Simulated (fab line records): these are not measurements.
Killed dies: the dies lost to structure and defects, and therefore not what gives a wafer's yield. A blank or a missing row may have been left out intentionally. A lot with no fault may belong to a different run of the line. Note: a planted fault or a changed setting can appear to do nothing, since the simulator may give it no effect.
What tool caused it? | flow nandHarc | Sampling: 24 lots, 72 wafers, 3 of 1302 route steps

WHAT THE GAUGES SHOWED, per wafer
NHARC_A_ONON_D2_THK_MEAS_14: measures by ellipsometry.
lot  | measured     | on           | thkNm (nm)
L074 | day 12 09:54 | filmMetro-02 | 999 998 999
L075 | day 12 19:34 | filmMetro-02 | 1011 1013 1011
L076 | day 13 09:28 | filmMetro-02 | 1006 1006 1008
L077 | day 14 03:10 | filmMetro-01 | 991 989 988
L078 | day 14 03:20 | filmMetro-02 | 1009 1010 1008
L079 | day 14 13:17 | filmMetro-02 | 997 998 996
L080 | day 15 01:26 | filmMetro-01 | 1006 1006 1005
L081 | day 15 07:14 | filmMetro-01 | 1006 1004 1007
L082 | day 15 07:17 | filmMetro-01 | 999 1001 1000
L083 | day 16 09:32 | filmMetro-02 | 995 997 998
L084 | day 16 18:15 | filmMetro-01 | 1020 1020 1020
L085 | day 16 21:46 | filmMetro-01 | 996 994 992
L086 | day 17 04:46 | filmMetro-02 | 987 987 988
L087 | day 17 10:35 | filmMetro-02 | 996 997 995
L088 | day 18 23:57 | filmMetro-01 | 1004 1002 1002
L089 | day 19 00:05 | filmMetro-02 | 995 996 996
L090 | day 19 11:51 | filmMetro-02 | 998 997 999
L091 | day 19 12:06 | filmMetro-02 | 1000 1000 1001
L092 | day 20 12:19 | filmMetro-01 | 983 985 982
L093 | day 20 12:25 | filmMetro-01 | 989 992 989
L094 | day 20 12:34 | filmMetro-02 | 1003 1004 1003
L096 | day 21 07:29 | filmMetro-01 | 997 996 996
L095 | day 21 07:30 | filmMetro-02 | 1002 1004 1005
L097 | day 21 17:39 | filmMetro-01 | 995 992 994

NHARC_A_ONON_D2_THK_MEAS_34: measures by ellipsometry.
lot  | measured     | on           | thkNm (nm)
L074 | day 12 23:37 | filmMetro-02 | 194.2 199.1 201.8
L075 | day 13 06:04 | filmMetro-02 | 194.9 202.5 199.5
L076 | day 13 19:29 | filmMetro-02 | 195.3 192.3 203.1
L077 | day 14 13:25 | filmMetro-01 | 200.9 198.4 199.1
L078 | day 14 13:25 | filmMetro-02 | 196.4 192.7 199.3
L079 | day 15 01:08 | filmMetro-02 | 200.8 202.7 202.3
L080 | day 15 11:56 | filmMetro-02 | 200.6 203.0 198.1
L081 | day 15 17:22 | filmMetro-02 | 199.2 199.3 195.8
L082 | day 15 17:21 | filmMetro-02 | 197.8 200.7 200.0
L083 | day 16 20:14 | filmMetro-01 | 198.4 198.9 199.1
L084 | day 17 04:46 | filmMetro-01 | 196.5 198.1 198.4
L085 | day 17 07:51 | filmMetro-02 | 195.6 199.4 202.7
L086 | day 17 18:05 | filmMetro-01 | 197.4 202.1 201.8
L087 | day 17 18:05 | filmMetro-02 | 197.8 203.3 200.2
L088 | day 19 11:25 | filmMetro-02 | 200.2 198.7 199.2
L089 | day 19 11:05 | filmMetro-01 | 195.7 200.9 202.8
L090 | day 19 22:41 | filmMetro-02 | 196.4 198.9 198.0
L091 | day 19 22:43 | filmMetro-01 | 198.3 197.2 200.5
L092 | day 20 22:28 | filmMetro-02 | 198.8 197.5 203.3
L093 | day 20 22:29 | filmMetro-01 | 197.9 200.6 201.3
L094 | day 20 22:28 | filmMetro-01 | 196.1 200.6 202.3
L096 | day 21 19:52 | filmMetro-01 | 201.6 202.0 198.9
L095 | day 21 19:51 | filmMetro-01 | 196.4 203.6 204.7
L097 | day 22 04:33 | filmMetro-02 | 196.9 200.9 200.1

NHARC_A_CHANNEL_HOLE_D2_OVL_MEAS_11.
lot  | measured     | on         | overlayXNm (nm) | overlayYNm (nm)
L074 | day 13 03:29 | overlay-01 | -2.1 -1.5 -1.8  | -1.6 -1.6 -1.8
L075 | day 13 09:32 | overlay-01 | -0.6 -0.2 -0.9  | 1.9 1.5 2.4
L076 | day 13 22:16 | overlay-02 | -0.7 -0.9 -0.6  | -1.0 -1.3 0.0
L077 | day 14 16:10 | overlay-01 | -0.8 -0.5 0.0   | -0.2 0.6 0.7
L078 | day 14 16:28 | overlay-02 | 1.1 0.6 0.6     | 0.0 -0.3 0.0
L079 | day 15 05:37 | overlay-01 | 1.0 1.2 1.4     | -0.5 -0.8 -0.8
L080 | day 15 18:11 | overlay-02 | -1.3 -0.4 -0.3  | 0.8 0.6 1.1
L081 | day 15 22:03 | overlay-01 | -1.0 -0.6 -0.2  | 0.4 0.4 0.5
L082 | day 15 23:01 | overlay-02 | 0.2 0.0 0.3     | 1.0 0.4 1.3
L083 | day 16 23:01 | overlay-01 | -1.6 -1.3 -1.1  | 0.3 -0.1 -0.1
L084 | day 17 07:38 | overlay-02 | 0.7 1.1 0.9     | -1.6 -1.4 -2.1
L085 | day 17 11:20 | overlay-02 | 1.3 0.8 1.1     | 0.7 0.6 0.5
L086 | day 18 00:17 | overlay-02 | -0.1 0.1 0.5    | -1.2 -0.6 -0.3
L087 | day 17 22:28 | overlay-01 | -1.0 -0.3 -1.0  | -1.0 -1.5 -1.2
L088 | day 19 18:13 | overlay-01 | 0.1 0.4 0.2     | 1.6 1.5 1.2
L089 | day 19 17:38 | overlay-02 | 0.6 1.1 1.5     | -0.7 -0.4 -0.4
L090 | day 20 05:14 | overlay-02 | -0.6 -1.0 -0.4  | 0.6 0.6 0.6
L091 | day 20 05:29 | overlay-01 | -0.2 0.1 0.2    | 1.7 1.6 0.8
L092 | day 21 04:43 | overlay-01 | -1.7 -1.6 -1.0  | -1.0 -0.4 -1.3
L093 | day 21 06:28 | overlay-02 | -1.8 -1.4 -0.7  | -0.5 -0.7 -0.8
L094 | day 21 04:34 | overlay-02 | -0.2 0.2 -0.5   | -0.7 0.6 0.5
L096 | day 22 01:07 | overlay-02 | 0.6 0.3 0.6     | 0.0 -0.1 0.5
L095 | day 22 02:25 | overlay-02 | -0.4 -0.3 -0.5  | -1.2 -0.9 -0.7
L097 | day 22 07:35 | overlay-02 | -0.6 -0.4 -0.5  | -1.4 -1.1 -1.2

TOOL THAT RAN EACH LOT (tool first, then ch and the chambers of the sampled wafers, then the start)
Record: no process step prior to these readings.

WHAT THE TOOLS THEMSELVES READ (means of the sampled wafers that have a number; where no wafer has one, the mark that the record gives instead)
The record holds no such reading with a usual standard deviation.

THE ANSWER, worked out from the rows above alone
Rule: usual is defined by the lots themselves. Put in order of their means at a reading, lots are off if they are a third of the lots or fewer, leave a main group of 4 or more, and stand apart from it by a gap of 3 or more times the standard deviation of the main group's means; of several such gaps the widest counts. A main group whose means are all the same, to the digits that the tables above print for the reading, isn't used. Also off: a lot with no number at a reading for which 4 or more lots have one. The other lots that the step has rows for count as sound. Order of review: gauges by route order, followed by the tools' own readings, for which a lot's mean as printed above is used. The first step at which some lot is off is used, and at that step the reading that is off furthest; a lot without a number counts as furthest.
No lot is off at any reading shown: from this, nothing can be told.

WHAT THE SIMULATOR HAD INSERTED
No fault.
